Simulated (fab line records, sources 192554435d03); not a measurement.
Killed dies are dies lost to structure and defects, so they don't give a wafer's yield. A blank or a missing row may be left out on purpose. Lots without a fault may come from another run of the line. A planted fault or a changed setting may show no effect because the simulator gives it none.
Which tool did it? | flow n5_finfet | 9 lots, 27 wafers sampled, at 6 steps of a route of 1938

WHAT THE GAUGES READ, wafer by wafer
N5_MOL_CONTACT_COAG_CD_MEAS_08: target cd 28 nm. Usual: cd_nm 28.01 nm, standard deviation 0.23.
lot  | measured     | on        | cd_nm (nm)        | flag
L921 | day 4 13:11  | cd_sem-03 | 27.83 27.52 27.71 |
L924 | day 5 07:02  | cd_sem-01 | 27.88 27.64 27.73 |
L929 | day 6 12:22  | cd_sem-02 | 28.05 27.83 27.80 |
L931 | day 7 04:29  | cd_sem-02 | 27.78 28.09 28.06 |
L933 | day 7 15:02  | cd_sem-03 | 28.28 27.78 28.32 |
L936 | day 8 11:19  | cd_sem-03 | 27.96 27.97 27.68 |
L939 | day 9 04:02  | cd_sem-02 | 27.85 27.87 28.02 |
L942 | day 9 21:44  | cd_sem-03 | 28.02 27.98 28.10 |
L944 | day 10 10:17 | cd_sem-02 | 28.04 28.58 27.97 |

N5_MOL_CONTACT_COAG_THK_MEAS_29. Usual: MD_CAP_THK 17.91 nm, standard deviation 0.072.
lot  | measured     | on            | MD_CAP_THK (nm)   | flag
L921 | day 4 23:41  | film_metro-02 | 17.87 17.97 17.86 |
L924 | day 5 15:15  | film_metro-02 | 17.94 17.94 17.96 |
L929 | day 6 22:16  | film_metro-02 | 17.85 17.92 17.94 |
L931 | day 7 15:21  | film_metro-01 | 17.86 17.95 17.94 |
L933 | day 7 22:56  | film_metro-02 | 17.98 17.95 18.02 |
L936 | day 8 21:07  | film_metro-02 | 18.00 17.89 15.37 | OFF
L939 | day 9 12:56  | film_metro-02 | 17.96 17.92 17.90 |
L942 | day 10 05:21 | film_metro-01 | 17.83 17.75 17.90 |
L944 | day 10 22:41 | film_metro-02 | 17.98 17.89 17.93 |

N5_BEOL_M4_RC_MEAS_101. Usual: DIBL_N 36.3 mV/V, standard deviation 1.6; DIBL_P 36.5 mV/V, standard deviation 1.6; IOFF_N 0.163 nA/um, standard deviation 0.026; IOFF_P 0.22 nA/um, standard deviation 0.033; ION_N 676 uA/um, standard deviation 9.9; ION_P 464 uA/um, standard deviation 6.5; SS_N 71.5 mV/dec, standard deviation 0.5; SS_P 73.3 mV/dec, standard deviation 0.64; VT_N 249.3 mV, standard deviation 2.9; VT_P -250 mV, standard deviation 3.2.
lot  | measured     | on        | DIBL_N (mV/V)  | DIBL_P (mV/V)  | IOFF_N (nA/um)    | IOFF_P (nA/um) | ION_N (uA/um) | ION_P (uA/um) | SS_N (mV/dec)  | SS_P (mV/dec)  | VT_N (mV)         | VT_P (mV)      | flag
L921 | day 8 10:20  | prober-02 | 32.9 35.1 33.6 | 32.6 35.7 34.0 | 0.114 0.150 0.129 | 0.14 0.19 0.16 | 671 669 661   | 458 462 452   | 70.9 71.1 71.8 | 72.6 74.1 72.5 | 255.4 249.7 252.2 | -259 -252 -254 |
L924 | day 9 08:10  | prober-01 | 34.8 33.5 34.9 | 36.6 34.8 36.3 | 0.169 0.140 0.165 | 0.20 0.17 0.20 | 691 672 692   | 466 467 471   | 71.5 71.0 70.9 | 73.7 72.9 74.6 | 249.6 250.4 247.7 | -250 -251 -251 |
L929 | day 10 19:06 | prober-01 | 34.5 34.2 33.9 | 35.3 35.9 34.6 | 0.135 0.142 0.129 | 0.17 0.18 0.17 | 670 682 674   | 452 464 461   | 71.3 71.1 71.5 | 72.5 72.5 72.6 | 252.4 249.9 249.3 | -254 -250 -252 |
L931 | day 11 14:23 | prober-02 | 35.7 36.0 35.3 | 36.2 36.5 35.6 | 0.166 0.165 0.152 | 0.22 0.22 0.21 | 674 677 667   | 464 463 458   | 71.5 70.5 71.2 | 73.8 73.2 73.4 | 249.9 250.0 250.9 | -248 -248 -249 |
L933 | day 11 20:50 | prober-01 | 37.5 34.1 36.3 | 35.6 32.7 35.0 | 0.161 0.115 0.142 | 0.20 0.16 0.19 | 663 668 655   | 456 463 449   | 71.9 70.8 71.8 | 73.3 72.8 72.9 | 252.3 254.0 250.3 | -250 -252 -253 |
L936 | day 12 02:19 | prober-02 | 33.4 36.1 36.3 | 33.8 36.6 36.6 | 0.116 0.158 0.153 | 0.16 0.20 0.19 | 656 679 669   | 456 457 459   | 70.8 71.7 71.2 | 72.8 73.6 73.0 | 254.8 248.3 251.0 | -256 -253 -253 |
L939 | day 12 18:37 | prober-01 | 37.5 35.4 36.4 | 35.8 34.7 35.1 | 0.166 0.140 0.143 | 0.21 0.20 0.20 | 678 668 668   | 463 462 460   | 71.2 71.3 71.1 | 73.0 72.8 72.6 | 249.6 248.2 247.9 | -249 -251 -252 |
L942 | day 13 21:23 | prober-01 | 35.9 35.8 35.9 | 35.8 36.3 36.1 | 0.146 0.143 0.152 | 0.20 0.20 0.20 | 667 671 675   | 459 467 462   | 71.0 71.2 71.4 | 73.1 73.1 72.5 | 253.6 250.4 251.3 | -251 -253 -254 |
L944 | day 14 08:29 | prober-01 | 36.3 36.5 38.5 | 35.8 35.5 39.0 | 0.173 0.165 0.217 | 0.24 0.23 0.30 | 681 671 696   | 463 462 473   | 71.5 72.0 72.0 | 73.2 74.0 74.1 | 246.1 247.7 243.8 | -246 -246 -245 |

WHICH TOOL RAN EACH LOT (tool, then ch and the chambers of the sampled wafers, then the start)
lot  | N5_GATE_CUT_SAC_CAP_01           | N5_MOL_CONTACT_COAG_CONTACT_ETCH_14 | N5_MOL_CONTACT_COAG_SIL_ANNEAL_21
L921 | ald_sin-03 ch 0,2,3, day 4 06:10 | rie_diel-01 ch 0,2,3, day 4 13:29   | rtp_anneal-02 ch 0, day 4 15:50
L924 | ald_sin-03 ch 1,2,3, day 5 00:19 | rie_diel-03 ch 0,1, day 5 07:23     | rtp_anneal-02 ch 0, day 5 08:46
L929 | ald_sin-03 ch 0,1,3, day 6 05:39 | rie_diel-01 ch 1,2,3, day 6 12:41   | rtp_anneal-02 ch 0, day 6 14:50
L931 | ald_sin-02 ch 2,3, day 6 21:38   | rie_diel-01 ch 0,1, day 7 04:56     | rtp_anneal-02 ch 0, day 7 06:08
L933 | ald_sin-03 ch 0,2,3, day 7 08:00 | rie_diel-01 ch 0,1,2, day 7 15:21   | rtp_anneal-01 ch 0, day 7 16:42
L936 | ald_sin-03 ch 1,2,3, day 8 04:19 | rie_diel-03 ch 1,2, day 8 11:43     | rtp_anneal-01 ch 0, day 8 14:04
L939 | ald_sin-04 ch 1,2,3, day 8 21:12 | rie_diel-04 ch 0,1,3, day 9 04:34   | rtp_anneal-02 ch 0, day 9 05:50
L942 | ald_sin-02 ch 0,1,2, day 9 14:24 | rie_diel-04 ch 0,2,3, day 9 22:02   | rtp_anneal-01 ch 0, day 9 23:18
L944 | ald_sin-04 ch 0,3, day 10 03:20  | rie_diel-03 ch 0,1,3, day 10 10:36  | rtp_anneal-02 ch 0, day 10 13:34
- N5_GATE_CUT_SAC_CAP_01: material SiNx, target thk 24 nm, pulse time 1 s, ald cycles 480.
- N5_MOL_CONTACT_COAG_CONTACT_ETCH_14: etches SiO2 in C4F6/O2, target depth 27.5 nm, overetch 8.5 nm, time 20 s.
- N5_MOL_CONTACT_COAG_SIL_ANNEAL_21: time 60 s.

WHAT THE TOOLS THEMSELVES READ (means of the sampled wafers that have a number; where no wafer has one, the mark that the record gives instead)
N5_GATE_CUT_SAC_CAP_01. Usual: heater_power_w 854 W, standard deviation 92; precursor_pulse_height_rel 1.000, standard deviation 0.02.
lot  | tool       | heater_power_w (W) | precursor_pulse_height_rel | flag
L921 | ald_sin-03 | 866                | 0.993                      |
L924 | ald_sin-03 | 838                | 1.008                      |
L929 | ald_sin-03 | 832                | 1.001                      |
L931 | ald_sin-02 | 811                | 0.994                      |
L933 | ald_sin-03 | 883                | 0.987                      |
L936 | ald_sin-03 | 842                | 1.005                      |
L939 | ald_sin-04 | 896                | 1.001                      |
L942 | ald_sin-02 | 750                | 1.013                      |
L944 | ald_sin-04 | 873                | 0.988                      |

N5_MOL_CONTACT_COAG_CONTACT_ETCH_14. Usual: bias_w 185.0 W, standard deviation 0.49; drypump_motor_current_A 5.9 A, standard deviation 0.37; oes_f_703_au 0.79 a.u., standard deviation 0.078; oes_product_au 0.68 a.u., standard deviation 0.068; rf_vpp_V 691.8 V, standard deviation 3; showerhead_plenum_p_Torr 2.85 Torr, standard deviation 0.084; throttle_valve_pct 21.22 %, standard deviation 0.26.
lot  | tool        | bias_w (W) | drypump_motor_current_A (A) | oes_f_703_au (a.u.) | oes_product_au (a.u.) | rf_vpp_V (V) | showerhead_plenum_p_Torr (Torr) | throttle_valve_pct (%) | flag
L921 | rie_diel-01 | 184.7      | 6.0                         | 0.80                | 0.68                  | 689.7        | 2.82                            | 21.13                  |
L924 | rie_diel-03 | 185.3      | 5.5                         | 0.67                | 0.58                  | 691.7        | 2.83                            | 21.35                  |
L929 | rie_diel-01 | 185.0      | 6.0                         | 0.74                | 0.63                  | 691.9        | 2.83                            | 21.28                  |
L931 | rie_diel-01 | 185.3      | 6.0                         | 0.75                | 0.63                  | 690.5        | 2.82                            | 21.11                  |
L933 | rie_diel-01 | 185.2      | 6.1                         | 0.74                | 0.63                  | 690.4        | 2.83                            | 21.11                  |
L936 | rie_diel-03 | 185.1      | 6.1                         | 0.88                | 0.75                  | 692.2        | 2.88                            | 21.10                  |
L939 | rie_diel-04 | 184.3      | 5.8                         | 0.83                | 0.71                  | 695.8        | 2.97                            | 21.23                  |
L942 | rie_diel-04 | 185.4      | 5.6                         | 0.79                | 0.68                  | 694.1        | 2.94                            | 21.36                  |
L944 | rie_diel-03 | 185.3      | 5.8                         | 0.85                | 0.72                  | 689.5        | 2.80                            | 21.17                  |

N5_MOL_CONTACT_COAG_SIL_ANNEAL_21. Usual: lamp_power_pct 7.0 %, standard deviation 1.4; wafer_temp_C_max 552.1, standard deviation 0.76.
lot  | tool          | lamp_power_pct (%) | wafer_temp_C_max | flag
L921 | rtp_anneal-02 | 5.5                | 553.0            |
L924 | rtp_anneal-02 | 5.5                | 552.4            |
L929 | rtp_anneal-02 | 5.5                | 552.4            |
L931 | rtp_anneal-02 | 5.5                | 552.6            |
L933 | rtp_anneal-01 | 8.4                | 551.3            |
L936 | rtp_anneal-01 | 8.4                | 551.7            |
L939 | rtp_anneal-02 | 5.5                | 552.2            |
L942 | rtp_anneal-01 | 8.4                | 551.5            |
L944 | rtp_anneal-02 | 5.5                | 552.3            |

THE ANSWER, worked out from the rows above alone
Rule: a lot is off if the mean of its wafers that have a number lies more than 3 standard deviations from the usual mean. A lot without any number at a reading at which 4 lots or more have one is off too. The other lots that the step has rows for count as sound. The gauges are gone through in route order, then the tools' own readings, and for those a lot's mean is taken as printed above. The first step at which some lot is off is used, and at that step the reading that is off furthest; a lot without a number counts as furthest.
Off: L936, at N5_MOL_CONTACT_COAG_THK_MEAS_29 (MD_CAP_THK).
A tool fits if, at a process step before that reading, it ran every lot that is off, and no sound lot after the first of them. The gauges at N5_MOL_CONTACT_COAG_THK_MEAS_29 are tried like those tools. One fits: ald_sin-03 at N5_GATE_CUT_SAC_CAP_01. Its last sound lot is L933 (day 7 08:00), its first lot that is off L936 (day 8 04:19): a fault that began between those two fits.

WHAT THE SIMULATOR HAD PUT IN
Site profile drift: ald_sin-03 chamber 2, from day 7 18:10 on, at N5_GATE_CUT_SAC_CAP_01. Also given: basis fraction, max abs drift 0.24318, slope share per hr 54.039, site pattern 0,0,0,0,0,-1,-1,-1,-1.
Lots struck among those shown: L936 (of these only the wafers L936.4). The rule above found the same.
